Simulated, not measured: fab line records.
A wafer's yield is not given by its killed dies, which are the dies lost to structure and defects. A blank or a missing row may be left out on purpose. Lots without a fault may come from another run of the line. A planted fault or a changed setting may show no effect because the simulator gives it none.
Which tool did it? | flow n5Finfet | Sampling: 12 lots, 36 wafers, 6 of 1938 route steps

== WHAT THE GAUGES SHOWED, per wafer ==
N5_FIN_SAQP_OCD_MEAS_76.
lot  | measured    | on     | trenchDepthNm (nm)
L075 | day 2 11:02 | ocd-01 | 119.1 118.5 119.4
L077 | day 2 20:30 | ocd-01 | 121.6 122.7 124.0
L079 | day 3 08:05 | ocd-01 | 121.6 119.4 120.8
L081 | day 3 20:16 | ocd-02 | 119.1 119.8 120.8
L083 | day 4 09:16 | ocd-02 | 122.1 119.4 118.5
L085 | day 4 20:41 | ocd-01 | 120.5 122.0 119.2
L087 | day 5 08:01 | ocd-02 | 119.7 119.3 120.3
L089 | day 5 20:26 | ocd-02 | 120.3 118.2 119.0
L091 | day 6 07:46 | ocd-02 | 119.6 121.4 120.4
L093 | day 6 20:26 | ocd-02 | 122.6 118.0 122.7
L095 | day 7 09:22 | ocd-02 | 121.7 118.0 120.2
L097 | day 7 20:19 | ocd-02 | 123.6 121.4 122.3

== WHICH TOOL RAN EACH LOT (tool, then ch and the chambers of the sampled wafers, then the start) ==
lot  | N5_PMOS_HMC_CHANNEL_EPI_FIN_RECESS_16 | N5_FIN_SAQP_ALD_61              | N5_FIN_SAQP_ETCH_52              | N5_FIN_SAQP_MANDREL_ETCH_22    | N5_FIN_SAQP_RECESS_63
L075 | rieSi-06 ch 0,2,3, day 1 23:32        | aldSin-03 ch 0,2, day 2 03:53   | rieDiel-06 ch 2,3, day 2 05:43   | rieSi-02 ch 1,3, day 2 05:54   | vaporEtch-02 ch 0, day 2 08:26
L077 | rieSi-04 ch 0,1,2, day 2 12:46        | aldSin-02 ch 1,2,3, day 2 15:13 | rieDiel-01 ch 0,1, day 2 16:29   | rieSi-02 ch 0,2,3, day 2 16:40 | vaporEtch-01 ch 0,1, day 2 18:40
L079 | rieSi-01 ch 0,2,3, day 2 23:50        | aldSin-04 ch 1,2,3, day 3 02:20 | rieDiel-06 ch 1,3, day 3 04:00   | rieSi-02 ch 1,2,3, day 3 04:11 | vaporEtch-01 ch 0,1, day 3 06:13
L081 | rieSi-04 ch 0,3, day 3 12:07          | aldSin-03 ch 0,1,3, day 3 14:32 | rieDiel-06 ch 0,1, day 3 16:10   | rieSi-02 ch 0,1, day 3 16:22   | vaporEtch-02 ch 0,1, day 3 18:32
L083 | rieSi-06 ch 0,1,2, day 4 00:07        | aldSin-02 ch 0,2,3, day 4 02:38 | rieDiel-01 ch 1,2, day 4 04:45   | rieSi-03 ch 0,1,3, day 4 04:56 | vaporEtch-02 ch 0,1, day 4 07:22
L085 | rieSi-04 ch 1,2, day 4 12:24          | aldSin-02 ch 1,2,3, day 4 15:02 | rieDiel-03 ch 1,2,3, day 4 16:25 | rieSi-02 ch 0,1,2, day 4 16:37 | vaporEtch-02 ch 0,1, day 4 18:50
L087 | rieSi-06 ch 2,3, day 4 23:50          | aldSin-02 ch 0,2,3, day 5 02:16 | rieDiel-06 ch 0,2, day 5 03:39   | rieSi-02 ch 1,3, day 5 03:51   | vaporEtch-02 ch 0,1, day 5 05:56
L089 | rieSi-06 ch 0,2,3, day 5 12:27        | aldSin-03 ch 0,1,3, day 5 14:51 | rieDiel-01 ch 0,1,2, day 5 16:14 | rieSi-05 ch 0,1,3, day 5 16:26 | vaporEtch-01 ch 1, day 5 18:25
L091 | rieSi-04 ch 0,1,3, day 5 23:37        | aldSin-04 ch 0,1,3, day 6 02:02 | rieDiel-01 ch 1,2,3, day 6 03:25 | rieSi-05 ch 0,1,3, day 6 03:37 | vaporEtch-01 ch 0,1, day 6 05:51
L093 | rieSi-04 ch 0,3, day 6 11:50          | aldSin-03 ch 0,2,3, day 6 14:40 | rieDiel-03 ch 1,2, day 6 16:04   | rieSi-05 ch 1,2,3, day 6 16:16 | vaporEtch-02 ch 0,1, day 6 18:35
L095 | rieSi-04 ch 0,1,3, day 6 23:56        | aldSin-04 ch 0,2,3, day 7 03:26 | rieDiel-01 ch 0,1,3, day 7 04:56 | rieSi-03 ch 1,2,3, day 7 05:08 | vaporEtch-01 ch 0,1, day 7 07:31
L097 | rieSi-04 ch 1,2, day 7 11:58          | aldSin-03 ch 0,3, day 7 14:22   | rieDiel-01 ch 0,1,2, day 7 15:58 | rieSi-02 ch 0,1,3, day 7 16:09 | vaporEtch-01 ch 0,1, day 7 18:22
- N5_PMOS_HMC_CHANNEL_EPI_FIN_RECESS_16: chemistry HBr/Cl2, target Si, target depth 54 nm, time 18 s.
- N5_FIN_SAQP_ALD_61: deposits SiO2, target thk 4 nm, pulse time 1 s, purge time 2 s.
- N5_FIN_SAQP_ETCH_52: etches SOC in N2/H2, target depth 100 nm, overetch 20 nm, time 150 s.
- N5_FIN_SAQP_MANDREL_ETCH_22: etches a-Si in HBr/Cl2, stops on SiNx, target depth 60 nm, bt time 10 s, time 30 s.
- N5_FIN_SAQP_RECESS_63: chemistry HF/NH3, target SiO2, target depth 18 nm, afs cycles 3, sublimation time 60 s.

== THE ANSWER, worked out from the rows above alone ==
Rule: the usual values come from the lots themselves. The widest of any qualifying gaps counts: lots, ordered by their means at a reading, are off when they make up no more than a third of the lots, leave a main group of 4 or more, and stand apart from it by 3 or more times the standard deviation of that group's means. A main group whose means are all the same, to the digits that the tables above print for the reading, isn't used. A lot without any number at a reading at which 4 lots or more have one is off too. Where the step has rows for the other lots, those lots are counted as sound.
No lot is off on any of the readings shown, so nothing can be concluded from this.

== WHAT THE SIMULATOR HAD INSERTED ==
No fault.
